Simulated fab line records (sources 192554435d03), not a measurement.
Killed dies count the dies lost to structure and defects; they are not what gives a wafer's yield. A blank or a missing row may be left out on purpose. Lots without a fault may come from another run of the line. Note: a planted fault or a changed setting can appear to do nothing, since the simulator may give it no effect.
Split-lot experiment	flow n5_finfet	21 wafers read from 7 lots, route of 1938 steps

SPLIT DETAILS
At N5_HKMG_FIN_COAT_42 (time 60 s, resist thk 35 nm), the setting spin_rpm was moved away from the recipe's 1500 rpm on 7 of the 21 wafers read, by -6.6% to +7.9%. For the rest of the wafers, this setting stayed at what the recipe calls for.

FROM THE SPLIT TO THE READING: what the file shows between them, 7 steps
- N5_HKMG_FIN_COAT_43: resist thk 90 nm (also split here: spin_rpm)
- N5_HKMG_FIN_EBR_45
- N5_HKMG_FIN_SOFTBAKE_44: time 60 s
- N5_HKMG_FIN_EXPOSE_46: exposes mask NDIPOLE
- N5_HKMG_FIN_PEB_47: peb time 60 s
- N5_HKMG_FIN_DEVELOP_48: develop time 30 s
- N5_HKMG_FIN_DESCUM_53: chemistry O2, time 7.9 s

THE READING
etch.depth_nm (the simulator's own value, which no gauge read), in nm, at N5_HKMG_FIN_ETCH_54 (etches SiARC in CF4, target depth 45.5 nm, time 75.8 s). The file gives no usual value for it. Here, 14 wafers ran the recipe; their average is 35.04 nm with a standard deviation of 0.091 nm.

wafer	tool, chamber at the split	spin_rpm as run, rpm	against the recipe	etch.depth_nm, nm	against lot-mates on the recipe
L075.1	litho_track-05, 0	1500	recipe	35.12	-
L075.4	litho_track-05, 0	1500	recipe	35.18	-
L075.6	litho_track-05, 0	1500	recipe	35.16	-
L077.1	litho_track-04, 0	1500	recipe	35.07	-
L077.4	litho_track-04, 0	1500	recipe	35.04	-
L077.5	litho_track-04, 0	1500	recipe	34.97	-
L084.2	litho_track-04, 0	1447	-3.5%	35.52	+0.61
L084.4	litho_track-04, 0	1500	recipe	34.94	-
L084.6	litho_track-04, 0	1500	recipe	34.88	-
L090.1	litho_track-01, 0	1500	recipe	35.06	-
L090.4	litho_track-01, 0	1618	+7.9%	33.79	-1.27
L090.5	litho_track-01, 0	1618	+7.9%	33.83	-1.23
L092.2	litho_track-05, 0	1500	recipe	35.01	-
L092.3	litho_track-05, 0	1401	-6.6%	36.22	+1.21
L092.5	litho_track-05, 0	1401	-6.6%	36.24	+1.23
L095.2	litho_track-01, 0	1500	recipe	35.08	-
L095.3	litho_track-01, 0	1500	recipe	35.04	-
L095.6	litho_track-01, 0	1500	recipe	35.12	-
L097.3	litho_track-04, 0	1444	-3.7%	35.49	+0.61
L097.4	litho_track-04, 0	1444	-3.7%	35.43	+0.55
L097.6	litho_track-04, 0	1500	recipe	34.88	-

THE FIT
A straight line over all 21 wafers: etch.depth_nm changes by -0.159 nm for each +1% of spin_rpm; r = -0.98; the points scatter about the line by 0.11 nm.
The same after taking each lot's own level away (the mean of its wafers on the recipe; 21 wafers): -0.168 nm for each +1%; r = -1.00; scatter 0.052 nm.
The reading moves by 1.3 nm for the largest change in spin_rpm, on that fit.
From 34.880 to 35.153 nm: that is the span of the lots' own levels, equal to 3.0 times the standard deviation above.
Consequently the slope shifts little with the lot-to-lot level, the two slopes agreeing.
Check: with one of the wafers moved furthest among these (+7.9%) left out of the fit, the line predicts -1.32 nm for it against its lot-mates. Against them it came out at -1.27 nm.

OTHER SPLITS APPLIED TO THESE WAFERS
Note: prior to the reading, these wafers also went through further splits. Each is held against what the fit with the lots' levels taken away leaves over:
other split on the same wafers	wafers away from the commonest value	r with etch.depth_nm (lot level and that fit taken away)
N5_SD_EPI_P_EPI_21 temp_c	6	+0.21
N5_HKMG_FIN_COAT_43 spin_rpm	7	-0.36

THE WHOLE CHAIN: every reading that the file lists as answering this split, in the file's order
step	what it does	reading	change (the file's fit)	r (the file's)
N5_HKMG_FIN_COAT_42	time 60 s, resist thk 35 nm	SiARC_of_HKMG_FIN_COAT_42.thk_nm (the simulator's own value, which no gauge read)	-0.167 nm for each +1% of the setting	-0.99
N5_HKMG_FIN_ETCH_54	etches SiARC in CF4, target depth 45.5 nm, time 75.8 s	etch.depth_nm (the simulator's own value, which no gauge read)	-0.168 nm for each +1% of the setting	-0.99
N5_HKMG_FIN_ETCH_54	etches SiARC in CF4, target depth 45.5 nm, time 75.8 s	CAR-ArF_of_HKMG_FIN_COAT_43.thk_nm (the simulator's own value, which no gauge read)	+0.15 nm for each +1% of the setting, in a fit together with spin_rpm@HKMG_FIN_COAT_43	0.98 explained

FILE'S OWN FIT
etch.depth_nm changes by -0.168 nm for each +1% of spin_rpm, r = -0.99.
